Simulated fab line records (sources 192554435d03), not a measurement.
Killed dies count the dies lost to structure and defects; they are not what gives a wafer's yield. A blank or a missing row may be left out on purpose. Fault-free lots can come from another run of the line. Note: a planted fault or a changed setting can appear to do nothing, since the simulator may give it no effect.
Which tool is to blame? | flow n5-finfet | 24 lots, 72 wafers sampled, at 5 steps of a route of 1938

## WHAT EACH GAUGE READ, for each wafer
N5_BEOL_M3_THK_MEAS_53: measures by xrf. Usual: M3_THK gives 41.1 nm (standard deviation 1.7).
lot  | measured     | on            | M3_THK (nm)    | flag
L074 | day 7 01:34  | film-metro-01 | 41.2 39.9 43.1 |
L075 | day 7 12:56  | film-metro-01 | 38.8 40.9 42.6 |
L076 | day 7 20:19  | film-metro-02 | 40.2 40.6 40.8 |
L077 | day 7 21:46  | film-metro-02 | 39.5 42.5 42.3 |
L078 | day 7 23:53  | film-metro-02 | 39.7 41.0 41.3 |
L079 | day 8 07:07  | film-metro-01 | 39.3 41.4 40.8 |
L080 | day 8 14:13  | film-metro-02 | 38.3 41.4 39.7 |
L081 | day 9 05:33  | film-metro-02 | 41.4 37.3 38.9 |
L082 | day 9 19:15  | film-metro-02 | 42.8 43.1 43.5 |
L083 | day 10 05:59 | film-metro-02 | 41.0 40.9 43.5 |
L084 | day 10 11:37 | film-metro-01 | 41.5 40.0 41.0 |
L085 | day 10 13:32 | film-metro-02 | 41.2 41.2 39.5 |
L086 | day 10 16:22 | film-metro-02 | 39.8 40.6 42.8 |
L088 | day 10 19:23 | film-metro-02 | 41.1 37.2 41.2 |
L087 | day 10 19:41 | film-metro-01 | 37.3 42.7 41.0 |
L089 | day 11 01:53 | film-metro-01 | 36.7 40.8 40.3 |
L090 | day 11 02:38 | film-metro-02 | 38.1 41.2 41.2 |
L091 | day 12 03:52 | film-metro-01 | 38.3 40.1 39.1 |
L092 | day 12 08:06 | film-metro-02 | 38.8 37.9 40.9 |
L094 | day 12 09:47 | film-metro-02 | 40.7 41.4 42.5 |
L093 | day 12 11:50 | film-metro-01 | 41.9 41.2 39.8 |
L095 | day 13 00:11 | film-metro-02 | 41.5 42.9 45.4 |
L096 | day 13 04:43 | film-metro-01 | 41.8 40.2 44.3 |
L097 | day 13 04:52 | film-metro-02 | 41.4 43.9 44.9 |

## WHICH TOOL RAN EACH LOT (tool, then ch and the chambers of the sampled wafers, then the start)
lot  | N5_BEOL_M3_TRENCH_ETCH_37                     | N5_BEOL_M3_SPUTTER_90        | N5_BEOL_M3_ANNEAL_93         | N5_BEOL_M3_CMP_52
L074 | rie-diel-02 ch 0,1,3, day 7 00:06 or earlier  | pvd-sputter-03, day 7 00:06  | pvd-sputter-03, day 7 00:24  | cmp-03 ch 1,2,3, day 7 01:16
L075 | rie-diel-02 ch 0,3, day 7 11:29 or earlier    | pvd-sputter-03, day 7 11:29  | pvd-sputter-03, day 7 11:47  | cmp-04 ch 0,1,3, day 7 12:38
L076 | rie-diel-02 ch 0,1,3, day 7 18:37 or earlier  | pvd-sputter-03, day 7 18:37  | pvd-sputter-03, day 7 18:55  | cmp-01 ch 0,1,2, day 7 20:01
L077 | rie-diel-05 ch 2,3, day 7 20:18 or earlier    | pvd-sputter-02, day 7 20:18  | pvd-sputter-02, day 7 20:36  | cmp-04 ch 0,3, day 7 21:28
L078 | rie-diel-02 ch 0,3, day 7 22:25 or earlier    | pvd-sputter-02, day 7 22:25  | pvd-sputter-02, day 7 22:43  | cmp-04 ch 0,3, day 7 23:35
L079 | rie-diel-06 ch 0,1,2, day 8 05:40 or earlier  | pvd-sputter-03, day 8 05:40  | pvd-sputter-03, day 8 05:58  | cmp-01 ch 0,1,3, day 8 06:51
L080 | rie-diel-05 ch 0,1,2, day 8 12:46 or earlier  | pvd-sputter-02, day 8 12:46  | pvd-sputter-02, day 8 13:04  | cmp-01 ch 0,1,3, day 8 13:55
L081 | rie-diel-06 ch 0,1,2, day 9 04:06 or earlier  | pvd-sputter-02, day 9 04:06  | pvd-sputter-02, day 9 04:24  | cmp-04 ch 1,2,3, day 9 05:16
L082 | rie-diel-02 ch 0,2, day 9 17:48 or earlier    | pvd-sputter-02, day 9 17:48  | pvd-sputter-02, day 9 18:06  | cmp-03 ch 2,3, day 9 18:57
L083 | rie-diel-05 ch 0,1,3, day 10 04:32 or earlier | pvd-sputter-03, day 10 04:32 | pvd-sputter-03, day 10 04:50 | cmp-03 ch 0,1,2, day 10 05:41
L084 | rie-diel-02 ch 0,1, day 10 10:10 or earlier   | pvd-sputter-03, day 10 10:10 | pvd-sputter-03, day 10 10:28 | cmp-03 ch 0,1,2, day 10 11:22
L085 | rie-diel-05 ch 2,3, day 10 12:01 or earlier   | pvd-sputter-03, day 10 12:01 | pvd-sputter-03, day 10 12:19 | cmp-03 ch 2,3, day 10 13:14
L086 | rie-diel-06 ch 0,1,3, day 10 14:52 or earlier | pvd-sputter-02, day 10 14:52 | pvd-sputter-02, day 10 15:10 | cmp-01 ch 0,1,2, day 10 16:04
L088 | rie-diel-06 ch 0,1,3, day 10 17:56 or earlier | pvd-sputter-01, day 10 17:56 | pvd-sputter-01, day 10 18:14 | cmp-03 ch 0,1,3, day 10 19:10
L087 | rie-diel-06 ch 0,2,3, day 10 18:01 or earlier | pvd-sputter-03, day 10 18:01 | pvd-sputter-03, day 10 18:19 | cmp-04 ch 1,2, day 10 19:26
L089 | rie-diel-06 ch 2,3, day 11 00:26 or earlier   | pvd-sputter-02, day 11 00:26 | pvd-sputter-02, day 11 00:44 | cmp-01 ch 0,1,2, day 11 01:42
L090 | rie-diel-02 ch 0,1,3, day 11 01:11 or earlier | pvd-sputter-01, day 11 01:11 | pvd-sputter-01, day 11 01:29 | cmp-04 ch 0,1,3, day 11 02:22
L091 | rie-diel-05 ch 1,2,3, day 12 02:25 or earlier | pvd-sputter-01, day 12 02:25 | pvd-sputter-01, day 12 02:43 | cmp-04 ch 1,2,3, day 12 03:34
L092 | rie-diel-02 ch 0,1,3, day 12 06:29 or earlier | pvd-sputter-02, day 12 06:29 | pvd-sputter-02, day 12 06:47 | cmp-01 ch 1,3, day 12 07:48
L094 | rie-diel-06 ch 2,3, day 12 08:19 or earlier   | pvd-sputter-02, day 12 08:19 | pvd-sputter-02, day 12 08:37 | cmp-01 ch 0,1, day 12 09:29
L093 | rie-diel-06 ch 0,2,3, day 12 10:23 or earlier | pvd-sputter-01, day 12 10:23 | pvd-sputter-01, day 12 10:41 | cmp-01 ch 1,2, day 12 11:32
L095 | rie-diel-02 ch 0,1,2, day 12 22:44 or earlier | pvd-sputter-02, day 12 22:44 | pvd-sputter-02, day 12 23:02 | cmp-03 ch 0,2,3, day 12 23:56
L096 | rie-diel-02 ch 0,1,3, day 13 03:17 or earlier | pvd-sputter-01, day 13 03:17 | pvd-sputter-01, day 13 03:35 | cmp-01 ch 0,2,3, day 13 04:26
L097 | rie-diel-06 ch 1,2,3, day 13 03:25 or earlier | pvd-sputter-02, day 13 03:25 | pvd-sputter-02, day 13 03:43 | cmp-03 ch 0,1,3, day 13 04:35
- N5_BEOL_M3_TRENCH_ETCH_37: etches SiOC in C4F6/O2, target depth 55.555 nm, time 29.2 s.
- N5_BEOL_M3_SPUTTER_90: material Cu, target thk 4.5 nm, time 8.29 s.
- N5_BEOL_M3_ANNEAL_93: time 240 s.
- N5_BEOL_M3_CMP_52: polishes, stops on SiOC, t overpolish 6.8 s, target thk 40 nm.

## WHAT THE TOOLS THEMSELVES READ (means of the sampled wafers that have a number; where no wafer has one, the mark that the record gives instead)
N5_BEOL_M3_TRENCH_ETCH_37. Usual: drypump-motor-current-A 5.6 A, standard deviation 0.52; oes-product-au 0.78 a.u., standard deviation 0.089; rf-vpp-V 667 V, standard deviation 10; showerhead-plenum-p-Torr 2.89 Torr, standard deviation 0.12; throttle-valve-pct 20.89 %, standard deviation 0.25.
lot  | tool        | drypump-motor-current-A (A) | oes-product-au (a.u.) | rf-vpp-V (V) | showerhead-plenum-p-Torr (Torr) | throttle-valve-pct (%) | flag
L074 | rie-diel-02 | 5.5                         | 0.73                  | 659          | 2.86                            | 21.11                  |
L075 | rie-diel-02 | 5.4                         | 0.75                  | 662          | 2.95                            | 21.07                  |
L076 | rie-diel-02 | 5.4                         | 0.72                  | 658          | 2.86                            | 21.12                  |
L077 | rie-diel-05 | 5.2                         | 0.73                  | 667          | 2.96                            | 21.15                  |
L078 | rie-diel-02 | 5.4                         | 0.74                  | 661          | 2.95                            | 21.07                  |
L079 | rie-diel-06 | 5.9                         | 0.76                  | 663          | 2.84                            | 20.78                  |
L080 | rie-diel-05 | 5.6                         | 0.77                  | 670          | 2.84                            | 21.03                  |
L081 | rie-diel-06 | 5.9                         | 0.76                  | 663          | 2.83                            | 20.78                  |
L082 | rie-diel-02 | 5.1                         | 0.88                  | 678          | 3.01                            | 20.83                  |
L083 | rie-diel-05 | 5.8                         | 0.76                  | 673          | 2.83                            | 20.82                  |
L084 | rie-diel-02 | 5.5                         | 0.89                  | 663          | 2.97                            | 21.02                  |
L085 | rie-diel-05 | 5.4                         | 0.72                  | 670          | 2.96                            | 20.95                  |
L086 | rie-diel-06 | 6.1                         | 0.76                  | 672          | 2.88                            | 20.66                  |
L088 | rie-diel-06 | 6.1                         | 0.76                  | 672          | 2.88                            | 20.66                  |
L087 | rie-diel-06 | 5.8                         | 0.81                  | 666          | 2.81                            | 20.73                  |
L089 | rie-diel-06 | 6.1                         | 0.86                  | 663          | 2.83                            | 20.66                  |
L090 | rie-diel-02 | 5.4                         | 0.80                  | 662          | 2.95                            | 21.05                  |
L091 | rie-diel-05 | 5.4                         | 0.76                  | 673          | 2.92                            | 20.97                  |
L092 | rie-diel-02 | 5.5                         | 0.79                  | 663          | 2.95                            | 21.07                  |
L094 | rie-diel-06 | 6.1                         | 0.85                  | 663          | 2.83                            | 20.68                  |
L093 | rie-diel-06 | 5.8                         | 0.78                  | 666          | 2.81                            | 20.75                  |
L095 | rie-diel-02 | 5.3                         | 0.85                  | 671          | 2.98                            | 20.94                  |
L096 | rie-diel-02 | 5.4                         | 0.78                  | 662          | 2.95                            | 21.08                  |
L097 | rie-diel-06 | 6.3                         | 0.81                  | 668          | 2.89                            | 20.62                  |

N5_BEOL_M3_SPUTTER_90. Usual: chamber-pressure-pa 0.07 Pa, standard deviation 0.00014; throttle-valve-pct 30.1 %, standard deviation 1.4.
lot  | tool           | chamber-pressure-pa (Pa) | throttle-valve-pct (%) | flag
L074 | pvd-sputter-03 | 0.07                     | 30.5                   |
L075 | pvd-sputter-03 | 0.07                     | 31.7                   |
L076 | pvd-sputter-03 | 0.07                     | 31.0                   |
L077 | pvd-sputter-02 | 0.07                     | 29.8                   |
L078 | pvd-sputter-02 | 0.07                     | 29.4                   |
L079 | pvd-sputter-03 | 0.07                     | 30.6                   |
L080 | pvd-sputter-02 | 0.07                     | 29.7                   |
L081 | pvd-sputter-02 | 0.07                     | 30.9                   |
L082 | pvd-sputter-02 | 0.07                     | 30.9                   |
L083 | pvd-sputter-03 | 0.07                     | 29.4                   |
L084 | pvd-sputter-03 | 0.07                     | 29.6                   |
L085 | pvd-sputter-03 | 0.07                     | 30.8                   |
L086 | pvd-sputter-02 | 0.07                     | 29.6                   |
L088 | pvd-sputter-01 | 0.07                     | 30.1                   |
L087 | pvd-sputter-03 | 0.07                     | 30.1                   |
L089 | pvd-sputter-02 | 0.07                     | 28.9                   |
L090 | pvd-sputter-01 | 0.07                     | 29.9                   |
L091 | pvd-sputter-01 | 0.07                     | 30.6                   |
L092 | pvd-sputter-02 | 0.07                     | 29.7                   |
L094 | pvd-sputter-02 | 0.07                     | 29.9                   |
L093 | pvd-sputter-01 | 0.07                     | 29.8                   |
L095 | pvd-sputter-02 | 0.07                     | 30.2                   |
L096 | pvd-sputter-01 | 0.07                     | 30.8                   |
L097 | pvd-sputter-02 | 0.07                     | 30.5                   |

N5_BEOL_M3_ANNEAL_93. Usual: heater-power-w 855 W, standard deviation 84.
lot  | tool           | heater-power-w (W) | flag
L074 | pvd-sputter-03 | 925                |
L075 | pvd-sputter-03 | 953                |
L076 | pvd-sputter-03 | 870                |
L077 | pvd-sputter-02 | 845                |
L078 | pvd-sputter-02 | 848                |
L079 | pvd-sputter-03 | 911                |
L080 | pvd-sputter-02 | 836                |
L081 | pvd-sputter-02 | 827                |
L082 | pvd-sputter-02 | 822                |
L083 | pvd-sputter-03 | 883                |
L084 | pvd-sputter-03 | 855                |
L085 | pvd-sputter-03 | 887                |
L086 | pvd-sputter-02 | 838                |
L088 | pvd-sputter-01 | 803                |
L087 | pvd-sputter-03 | 841                |
L089 | pvd-sputter-02 | 827                |
L090 | pvd-sputter-01 | 790                |
L091 | pvd-sputter-01 | 772                |
L092 | pvd-sputter-02 | 832                |
L094 | pvd-sputter-02 | 801                |
L093 | pvd-sputter-01 | 768                |
L095 | pvd-sputter-02 | 794                |
L096 | pvd-sputter-01 | 769                |
L097 | pvd-sputter-02 | 856                |

N5_BEOL_M3_CMP_52. Usual: barrier-field-endpoint-s 24.7 s, standard deviation 0.62; edge-zone-pressure-frac 1.000, standard deviation 0.0048; motor-current-A 5.9 A, standard deviation 0.45; overpolish-run-s 6.799 s, standard deviation 0.0088; slurry-flow-ml-min 150.0, standard deviation 0.44; time-to-endpoint-s 62 s, standard deviation 3.2.
lot  | tool   | barrier-field-endpoint-s (s) | edge-zone-pressure-frac | motor-current-A (A) | overpolish-run-s (s) | slurry-flow-ml-min | time-to-endpoint-s (s) | flag
L074 | cmp-03 | 24.7                         | 1.004                   | 6.5                 | 6.804                | 149.9              | 61                     |
L075 | cmp-04 | 24.4                         | 0.997                   | 6.0                 | 6.797                | 150.1              | 60                     |
L076 | cmp-01 | 24.4                         | 0.999                   | 5.6                 | 6.799                | 150.1              | 62                     |
L077 | cmp-04 | 24.7                         | 0.998                   | 5.8                 | 6.800                | 149.9              | 64                     |
L078 | cmp-04 | 25.1                         | 0.998                   | 5.9                 | 6.795                | 150.2              | 63                     |
L079 | cmp-01 | 24.6                         | 1.002                   | 5.9                 | 6.799                | 149.9              | 60                     |
L080 | cmp-01 | 24.2                         | 0.995                   | 5.7                 | 6.801                | 149.6              | 58                     |
L081 | cmp-04 | 24.5                         | 0.999                   | 5.9                 | 6.803                | 150.1              | 60                     |
L082 | cmp-03 | 24.8                         | 1.000                   | 6.3                 | 6.793                | 150.2              | 63                     |
L083 | cmp-03 | 24.3                         | 1.002                   | 6.2                 | 6.809                | 149.9              | 61                     |
L084 | cmp-03 | 24.5                         | 0.999                   | 6.1                 | 6.793                | 149.7              | 60                     |
L085 | cmp-03 | 24.8                         | 0.999                   | 6.2                 | 6.804                | 149.9              | 62                     |
L086 | cmp-01 | 25.2                         | 0.996                   | 5.8                 | 6.806                | 150.1              | 63                     |
L088 | cmp-03 | 24.5                         | 1.000                   | 5.9                 | 6.803                | 149.4              | 57                     |
L087 | cmp-04 | 23.9                         | 1.002                   | 6.4                 | 6.799                | 150.2              | 60                     |
L089 | cmp-01 | 24.9                         | 0.993                   | 5.7                 | 6.801                | 150.2              | 64                     |
L090 | cmp-04 | 25.3                         | 1.002                   | 5.9                 | 6.793                | 150.0              | 63                     |
L091 | cmp-04 | 24.1                         | 1.000                   | 6.0                 | 6.806                | 149.9              | 60                     |
L092 | cmp-01 | 24.1                         | 0.995                   | 5.7                 | 6.793                | 149.9              | 60                     |
L094 | cmp-01 | 24.5                         | 1.001                   | 5.6                 | 6.796                | 149.9              | 61                     |
L093 | cmp-01 | 25.2                         | 1.002                   | 5.7                 | 6.801                | 149.9              | 64                     |
L095 | cmp-03 | 25.2                         | 1.004                   | 5.9                 | 6.800                | 150.0              | 66                     |
L096 | cmp-01 | 25.0                         | 1.003                   | 5.9                 | 6.796                | 150.2              | 65                     |
L097 | cmp-03 | 24.6                         | 0.998                   | 6.0                 | 6.795                | 149.9              | 63                     |

## THE ANSWER, worked out from the rows above alone
Rule: a lot is off if the mean of its wafers that have a number lies more than 3 standard deviations from the usual mean. Also off: a lot with no number at a reading for which 4 or more lots have one. Where the step has rows for the other lots, those lots are counted as sound. The gauges are gone through in route order, then the tools' own readings, and for those a lot's mean is taken as printed above. At the first step where some lot is off, the reading lying furthest off is the one used; lots without a number count as furthest.
Across all readings shown, no lot is off: no conclusion can be drawn from this.

## WHAT THE SIMULATOR HAD INSERTED
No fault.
